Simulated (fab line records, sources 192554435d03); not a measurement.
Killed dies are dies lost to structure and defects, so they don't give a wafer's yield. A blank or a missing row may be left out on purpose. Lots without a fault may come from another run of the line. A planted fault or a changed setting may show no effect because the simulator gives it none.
Which tool did it? | flow n5_finfet | 12 lots, 36 wafers sampled, at 5 steps of a route of 1938

WHAT THE GAUGES READ, wafer by wafer
N5_MOL_CONTACT_COAG_INSPECT_97: inspects for defects (darkfield).
lot  | measured     | on                | raw_defect_count
L076 | day 5 21:34  | defect_inspect-02 | 55 35 63
L074 | day 6 10:37  | defect_inspect-02 | 53 54 90
L079 | day 6 13:37  | defect_inspect-02 | 32 52 48
L081 | day 7 01:39  | defect_inspect-02 | 58 49 44
L083 | day 7 22:33  | defect_inspect-01 | 34 34 31
L085 | day 8 07:49  | defect_inspect-01 | 31 53 49
L087 | day 8 19:30  | defect_inspect-02 | 42 51 36
L089 | day 9 03:20  | defect_inspect-02 | 33 29 27
L091 | day 9 16:04  | defect_inspect-02 | 15 42 41
L093 | day 10 02:26 | defect_inspect-02 | 40 44 28
L095 | day 10 19:22 | defect_inspect-02 | 33 27 27
L097 | day 11 04:29 | defect_inspect-02 | 45 30 90

WHICH TOOL RAN EACH LOT (tool, then ch and the chambers of the sampled wafers, then the start)
lot  | N5_GATE_CUT_CMP_61           | N5_MOL_CONTACT_COAG_ALD_20         | N5_MOL_CONTACT_COAG_ALD_27        | N5_MOL_CONTACT_COAG_ETCH_124
L076 | cmp-03 ch 0,2, day 5 03:08   | ald_metal-03 ch 0,1,2, day 5 05:25 | ald_sin-02 ch 0,1,3, day 5 10:55  | rie_diel-06 ch 0,2,3, day 5 17:24
L074 | cmp-04 ch 0,1,3, day 5 15:14 | ald_metal-03 ch 0,2,3, day 5 16:48 | ald_sin-01 ch 0,1,2, day 5 23:03  | rie_diel-06 ch 1,2, day 6 05:14
L079 | cmp-01 ch 0,2,3, day 5 21:15 | ald_metal-03 ch 1,3, day 5 23:19   | ald_sin-03 ch 1,2, day 6 03:39    | rie_diel-05 ch 1,3, day 6 08:52
L081 | cmp-03 ch 0,3, day 6 10:47   | ald_metal-03 ch 0,1,3, day 6 12:37 | ald_sin-03 ch 1,3, day 6 16:43    | rie_diel-06 ch 1,2,3, day 6 21:28
L083 | cmp-01 ch 0,1,3, day 7 03:17 | ald_metal-03 ch 0,1,3, day 7 05:41 | ald_sin-03 ch 0,1,2, day 7 13:10  | rie_diel-05 ch 1,2,3, day 7 18:25
L085 | cmp-03 ch 1,3, day 7 13:47   | ald_metal-03 ch 1,2, day 7 15:32   | ald_sin-02 ch 0,2,3, day 7 22:20  | rie_diel-03 ch 1,2, day 8 03:31
L087 | cmp-01 ch 0,3, day 8 03:26   | ald_metal-03 ch 0,1, day 8 05:31   | ald_sin-01 ch 1,2, day 8 10:08    | rie_diel-05 ch 0,1, day 8 15:14
L089 | cmp-04 ch 2,3, day 8 10:13   | ald_metal-03 ch 0,2, day 8 12:05   | ald_sin-01 ch 1,2,3, day 8 17:54  | rie_diel-03 ch 0,1, day 8 23:11
L091 | cmp-04 ch 0,2,3, day 9 00:03 | ald_metal-03 ch 0,1, day 9 01:40   | ald_sin-02 ch 1,3, day 9 06:55    | rie_diel-06 ch 1,2,3, day 9 11:39
L093 | cmp-01 ch 2,3, day 9 09:57   | ald_metal-02 ch 0,2,3, day 9 11:42 | ald_sin-03 ch 0,3, day 9 16:07    | rie_diel-03 ch 0,2, day 9 22:17
L095 | cmp-04 ch 0,2, day 9 22:38   | ald_metal-02 ch 0,2, day 10 01:37  | ald_sin-01 ch 1,2,3, day 10 08:38 | rie_diel-03 ch 0,3, day 10 15:13
L097 | cmp-03 ch 1,2, day 10 09:10  | ald_metal-01 ch 0,2, day 10 13:40  | ald_sin-03 ch 0,1,2, day 10 19:24 | rie_diel-05 ch 1,3, day 11 00:20
- N5_GATE_CUT_CMP_61: polishes, stops on SiNx, t overpolish 3 s.
- N5_MOL_CONTACT_COAG_ALD_20: deposits TiN, target thk 1.5 nm, pulse time 1 s, purge time 3 s.
- N5_MOL_CONTACT_COAG_ALD_27: deposits SiOC, target thk 17 nm, pulse time 1.5 s, time 2720 s.
- N5_MOL_CONTACT_COAG_ETCH_124: etches SiNx in CH3F/O2, stops on SiOC, target depth 6.5 nm.

THE ANSWER, worked out from the rows above alone
Rule: what is usual is taken from the lots themselves. Put in order of their means at a reading, lots are off if they are a third of the lots or fewer, leave a main group of 4 or more, and stand apart from it by a gap of 3 or more times the standard deviation of the main group's means; of several such gaps the widest counts. A main group whose means are all the same, to the digits that the tables above print for the reading, isn't used. A lot without any number at a reading at which 4 lots or more have one is off too. The other lots that the step has rows for count as sound.
No lot is off at any reading shown: from this, nothing can be told.

WHAT THE SIMULATOR HAD PUT IN
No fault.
